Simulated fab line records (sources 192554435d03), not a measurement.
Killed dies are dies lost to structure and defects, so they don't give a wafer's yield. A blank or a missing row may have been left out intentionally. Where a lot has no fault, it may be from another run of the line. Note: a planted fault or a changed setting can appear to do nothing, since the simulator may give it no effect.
Matching of chambers    flow n5_finfet    4 sister chambers for N5_HKMG_FIN_ETCH_35 on rie_diel-03
The step etches SOC in N2/H2, target depth 215.8 nm, time 243.4 s. 18 wafers are shown with their chamber, then 9 later ones without.

## WAFERS, EACH WITH ITS CHAMBER
wafer   chamber  throttle_valve_pct (%)  showerhead_plenum_p_Torr (Torr)  oes_product_au (a.u.)
L074.2  2        17.76                   2.57                             0.74
L074.4  1        17.93                   2.60                             0.85
L074.5  1        17.95                   2.60                             0.85
L077.2  2        17.76                   2.56                             0.73
L077.3  0        17.90                   2.51                             0.75
L077.4  2        17.74                   2.56                             0.73
L079.3  2        17.77                   2.56                             0.73
L079.4  0        17.90                   2.51                             0.75
L079.6  2        17.77                   2.56                             0.74
L080.1  2        17.76                   2.56                             0.73
L080.2  0        17.91                   2.51                             0.75
L080.6  3        17.36                   2.47                             0.87
L082.2  1        17.95                   2.59                             0.83
L082.5  1        17.95                   2.59                             0.83
L082.6  2        17.77                   2.56                             0.71
L084.1  1        17.96                   2.59                             0.83
L084.3  2        17.79                   2.55                             0.71
L084.6  2        17.80                   2.56                             0.72

SIGNATURES (means of the wafers above)
reading                   chamber 0  chamber 1  chamber 2  chamber 3  scatter within a chamber
throttle_valve_pct        17.9033    17.9480    17.7689    17.3600    0.0147
showerhead_plenum_p_Torr  2.5100     2.5940     2.5600     2.4700     0.00478
oes_product_au            0.7500     0.8380     0.7267     0.8700     0.0103
Rule: a wafer lies at a distance from a chamber equal to the root of the sum of squares, over the readings, of (its reading less the chamber's mean, divided by the reading's scatter). If the next closest chamber is less than 2 further off than the closest, the wafer can't be placed; otherwise it belongs to the closest. How the scatter is found: for the shown wafers, subtract from each reading the mean of its chamber, square and add these, divide the total by (wafers less chambers), then take the root.

## WAFERS WHOSE CHAMBER IS MISSING
wafer   throttle_valve_pct (%)  showerhead_plenum_p_Torr (Torr)  oes_product_au (a.u.)
L085.1  17.96                   2.59                             0.82
L085.2  17.80                   2.55                             0.71
L085.6  17.80                   2.55                             0.71
L087.1  17.41                   2.47                             0.84
L087.3  17.80                   2.55                             0.72
L087.5  17.96                   2.59                             0.83
L094.2  17.83                   2.55                             0.70
L094.5  17.80                   2.55                             0.70
L094.6  17.99                   2.58                             0.81

## WHICH CHAMBER EACH WENT THROUGH
wafer   from the rows above  in truth
L085.1  1                    1
L085.2  2                    2
L085.6  2                    2
L087.1  3                    3
L087.3  2                    2
L087.5  1                    1
L094.2  2                    2
L094.5  2                    2
L094.6  1                    1
Correct placement for 9 of the 9. Number that these rows cannot place: 0. Placed wrongly: 0.
